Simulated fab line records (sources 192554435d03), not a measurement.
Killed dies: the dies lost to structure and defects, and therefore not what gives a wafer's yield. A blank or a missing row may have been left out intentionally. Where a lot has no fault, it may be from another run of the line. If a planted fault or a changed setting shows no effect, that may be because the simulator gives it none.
Chamber matching | flow n5 finfet | N5_BEOL_M1_ETCH_70 on rie diel-03 has 4 sister chambers
The step etches SOC in N2/H2, target depth 80 nm, overetch 16 nm, time 120 s. 20 wafers are shown with their chamber, then 10 later ones without.

== WAFERS, EACH WITH ITS CHAMBER ==
wafer  | chamber | drypump motor current A (A) | showerhead plenum p Torr (Torr) | throttle valve pct (%)
L077.3 | 3       | 5.71                        | 2.45                            | 18.06
L077.4 | 3       | 5.73                        | 2.45                            | 18.08
L077.5 | 2       | 6.04                        | 2.42                            | 17.73
L080.1 | 2       | 6.03                        | 2.42                            | 17.74
L080.2 | 3       | 5.71                        | 2.44                            | 18.09
L080.6 | 1       | 5.98                        | 2.56                            | 17.92
L081.1 | 0       | 6.44                        | 2.48                            | 17.54
L081.4 | 3       | 5.71                        | 2.44                            | 18.07
L081.6 | 2       | 6.05                        | 2.42                            | 17.72
L082.2 | 1       | 5.95                        | 2.56                            | 17.93
L082.4 | 2       | 6.09                        | 2.42                            | 17.75
L082.5 | 0       | 6.42                        | 2.48                            | 17.55
L085.3 | 3       | 5.72                        | 2.44                            | 18.11
L085.4 | 0       | 6.40                        | 2.48                            | 17.57
L085.5 | 1       | 5.98                        | 2.56                            | 17.94
L089.1 | 0       | 6.42                        | 2.47                            | 17.59
L089.2 | 2       | 6.02                        | 2.41                            | 17.76
L089.6 | 1       | 6.00                        | 2.56                            | 17.97
L090.1 | 3       | 5.70                        | 2.44                            | 18.12
L090.2 | 1       | 5.97                        | 2.55                            | 17.96

SIGNATURES (averages over the wafers above)
reading                  | chamber 0 | chamber 1 | chamber 2 | chamber 3 | scatter within a chamber
drypump motor current A  | 6.4200    | 5.9760    | 6.0460    | 5.7133    | 0.0187
showerhead plenum p Torr | 2.4775    | 2.5580    | 2.4180    | 2.4433    | 0.0048
throttle valve pct       | 17.5625   | 17.9440   | 17.7400   | 18.0883   | 0.0207
Rule: distance of a wafer from a chamber = root of the sum over the readings of ((wafer's reading minus chamber's mean) / reading's scatter) squared. If the next closest chamber is less than 2 further off than the closest, the wafer can't be placed; otherwise it belongs to the closest. The scatter: take each reading less its chamber's mean, square it, sum over the shown wafers, divide by the number of wafers less the number of chambers, and take the root.

== WAFERS WITH NO CHAMBER GIVEN ==
wafer  | drypump motor current A (A) | showerhead plenum p Torr (Torr) | throttle valve pct (%)
L090.4 | 6.02                        | 2.41                            | 17.77
L091.4 | 5.70                        | 2.44                            | 18.12
L091.5 | 5.71                        | 2.44                            | 18.13
L091.6 | 6.43                        | 2.47                            | 17.60
L092.1 | 5.99                        | 2.55                            | 17.98
L092.3 | 6.08                        | 2.41                            | 17.78
L092.4 | 5.70                        | 2.44                            | 18.11
L094.1 | 6.05                        | 2.41                            | 17.80
L094.3 | 5.68                        | 2.43                            | 18.14
L094.5 | 6.02                        | 2.41                            | 17.78

== WHICH CHAMBER EACH WENT THROUGH ==
wafer  | from the rows above | in truth
L090.4 | 2                   | 2
L091.4 | 3                   | 3
L091.5 | 3                   | 3
L091.6 | 0                   | 0
L092.1 | 1                   | 1
L092.3 | 2                   | 2
L092.4 | 3                   | 3
L094.1 | 2                   | 2
L094.3 | 3                   | 3
L094.5 | 2                   | 2
Placed correctly: 10 of 10. Left unplaced by these rows: 0. 0 placed wrongly.
